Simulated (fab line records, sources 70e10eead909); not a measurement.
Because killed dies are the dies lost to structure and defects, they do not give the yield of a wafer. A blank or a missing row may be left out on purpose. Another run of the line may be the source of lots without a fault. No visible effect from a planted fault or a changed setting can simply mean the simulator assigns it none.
Check of tool commonality + flow nand harc + Sampled: 13 lots, 39 wafers

WHY THIS WAS OPENED
At NHARC_A_ONON_D2_THK_MEAS_02 the reading thk nm is flagged on 2 of 13 lots. Fault-free wafers read 1003 nm, with a standard deviation of 10.
Rule: a lot is flagged when every wafer of it that has a number lies more than 4 standard deviations from that mean, or none has a number. As for the other lots, they are considered sound.

| lot  | measured     | on            | thk nm (nm), wafer by wafer | flag    |
|------|--------------|---------------|-----------------------------|---------|
| L393 | day 11 22:46 | film metro-01 | 1003 1004 1003              |         |
| L394 | day 12 16:27 | film metro-01 | 994 996 993                 |         |
| L397 | day 13 14:56 | film metro-01 | 982 983 981                 |         |
| L395 | day 13 19:56 | film metro-01 | 1004 1002 1004              |         |
| L399 | day 14 17:13 | film metro-01 | 1019 1021 1019              |         |
| L398 | day 14 17:13 | film metro-02 | 1005 1003 1004              |         |
| L406 | day 18 00:11 | film metro-01 | 1660 1660 1661              | FLAGGED |
| L407 | day 18 22:04 | film metro-02 | 1655 1655 1655              | FLAGGED |
| L408 | day 18 22:10 | film metro-02 | 998 998 996                 |         |
| L410 | day 19 16:26 | film metro-02 | 1006 1004 1006              |         |
| L414 | day 20 22:05 | film metro-01 | 1003 1001 1002              |         |
| L415 | day 21 11:02 | film metro-01 | 1000 1001 1001              |         |
| L416 | day 21 20:11 | film metro-01 | 991 991 992                 |         |
The mean of the flagged lots' numbers is 1658 nm, +655 nm from the usual (+65 standard deviations).

TOOL THAT RAN EACH LOT
3 process steps preceding the reading are held in the record, out of 1302 steps in the route. Every cell lists first the tool, next ch and the chambers used by the sampled wafers, and last the start.
| lot  | flag    | NHARC_A_CHANNEL_FILL_D1_ETCHBACK_20 | NHARC_A_DECK1_JOINT_CMP_02    | NHARC_A_ONON_D2_DEP_00           |
|------|---------|-------------------------------------|-------------------------------|----------------------------------|
| L393 |         | rie diel-11 ch 1,2,3, day 9 15:33   | cmp-01 ch 0,3, day 11 21:29   | pecvd onon-04 ch 0, day 11 22:15 |
| L394 |         | rie diel-08 ch 0,1,2, day 10 01:40  | cmp-03 ch 0,1,2, day 12 15:08 | pecvd onon-02 ch 0, day 12 15:59 |
| L397 |         | rie diel-03 ch 2,3, day 11 09:25    | cmp-04 ch 1,2,3, day 13 13:40 | pecvd onon-02 ch 0, day 13 14:29 |
| L395 |         | rie diel-11 ch 0,2,3, day 10 21:53  | cmp-03 ch 0,1,2, day 13 18:38 | pecvd onon-03 ch 0, day 13 19:25 |
| L399 |         | rie diel-08 ch 2,3, day 12 04:41    | cmp-04 ch 2,3, day 14 15:57   | pecvd onon-02 ch 0, day 14 16:41 |
| L398 |         | rie diel-11 ch 0,1, day 12 04:43    | cmp-03 ch 0,1,3, day 14 15:57 | pecvd onon-03 ch 0, day 14 16:46 |
| L406 | FLAGGED | rie diel-03 ch 0,2,3, day 14 22:52  | cmp-03 ch 0,1,3, day 17 22:55 | pecvd onon-02 ch 0, day 17 23:44 |
| L407 | FLAGGED | rie diel-03 ch 0,1,2, day 16 10:03  | cmp-01 ch 1,2, day 18 20:47   | pecvd onon-02 ch 0, day 18 21:40 |
| L408 |         | rie diel-11 ch 0,1,3, day 16 10:02  | cmp-04 ch 0,1,3, day 18 20:48 | pecvd onon-04 ch 0, day 18 21:40 |
| L410 |         | rie diel-03 ch 1,2,3, day 17 03:02  | cmp-03 ch 0,1,2, day 19 15:09 | pecvd onon-04 ch 0, day 19 15:56 |
| L414 |         | rie diel-11 ch 0,3, day 18 12:34    | cmp-03 ch 1,2,3, day 20 20:47 | pecvd onon-03 ch 0, day 20 21:34 |
| L415 |         | rie diel-03 ch 0,1,2, day 18 19:35  | cmp-01 ch 1,2, day 21 09:47   | pecvd onon-04 ch 0, day 21 10:32 |
| L416 |         | rie diel-03 ch 2,3, day 19 09:12    | cmp-01 ch 1,2,3, day 21 18:55 | pecvd onon-02 ch 0, day 21 19:41 |
What is done by these steps:
- NHARC_A_CHANNEL_FILL_D1_ETCHBACK_20: etches the open film in C4F8/O2/Ar, target depth 27 nm, time 13.5 s.
- NHARC_A_DECK1_JOINT_CMP_02: polishes SiOx.
- NHARC_A_ONON_D2_DEP_00: target thk 1000 nm.
- NHARC_A_ONON_D2_THK_MEAS_02: measures by ellipsometry.

FLAGGED AGAINST TOTAL, ONE TOOL AT A TIME (gauges that did the reading follow at the end)
| step                                | tool          | lots run | flagged | share of the flagged lots | sound lots run after its first flagged lot |
|-------------------------------------|---------------|----------|---------|---------------------------|--------------------------------------------|
| NHARC_A_CHANNEL_FILL_D1_ETCHBACK_20 | rie diel-03   | 6        | 2       | all                       | 3 (L410,L415,L416)                         |
| NHARC_A_CHANNEL_FILL_D1_ETCHBACK_20 | rie diel-08   | 2        | 0       | none                      | -                                          |
| NHARC_A_CHANNEL_FILL_D1_ETCHBACK_20 | rie diel-11   | 5        | 0       | none                      | -                                          |
| NHARC_A_DECK1_JOINT_CMP_02          | cmp-01        | 4        | 1       | some                      | 2 (L415,L416)                              |
| NHARC_A_DECK1_JOINT_CMP_02          | cmp-03        | 6        | 1       | some                      | 2 (L410,L414)                              |
| NHARC_A_DECK1_JOINT_CMP_02          | cmp-04        | 3        | 0       | none                      | -                                          |
| NHARC_A_ONON_D2_DEP_00              | pecvd onon-02 | 6        | 2       | all                       | 1 (L416)                                   |
| NHARC_A_ONON_D2_DEP_00              | pecvd onon-03 | 3        | 0       | none                      | -                                          |
| NHARC_A_ONON_D2_DEP_00              | pecvd onon-04 | 4        | 0       | none                      | -                                          |
| NHARC_A_ONON_D2_THK_MEAS_02         | film metro-01 | 9        | 1       | some                      | 3 (L414,L415,L416)                         |
| NHARC_A_ONON_D2_THK_MEAS_02         | film metro-02 | 4        | 1       | some                      | 2 (L408,L410)                              |

WHAT THE TABLE PERMITS
Table rows that saw every flagged lot: 2, namely rie diel-03 at NHARC_A_CHANNEL_FILL_D1_ETCHBACK_20 and pecvd onon-02 at NHARC_A_ONON_D2_DEP_00.
- rie diel-03 at NHARC_A_CHANNEL_FILL_D1_ETCHBACK_20: 2 of its 6 lots flagged. Sound lots ran on it after the first flagged one (L410, L415, L416), which a lasting fault on the whole tool wouldn't allow.
- pecvd onon-02 at NHARC_A_ONON_D2_DEP_00: 2 of its 6 lots flagged. Sound lots ran on it after the first flagged one (L416), which a lasting fault on the whole tool wouldn't allow.
Every row of the table either missed a flagged lot or ran a sound lot after the first.

WHAT HAD BEEN PUT IN BY THE SIMULATOR
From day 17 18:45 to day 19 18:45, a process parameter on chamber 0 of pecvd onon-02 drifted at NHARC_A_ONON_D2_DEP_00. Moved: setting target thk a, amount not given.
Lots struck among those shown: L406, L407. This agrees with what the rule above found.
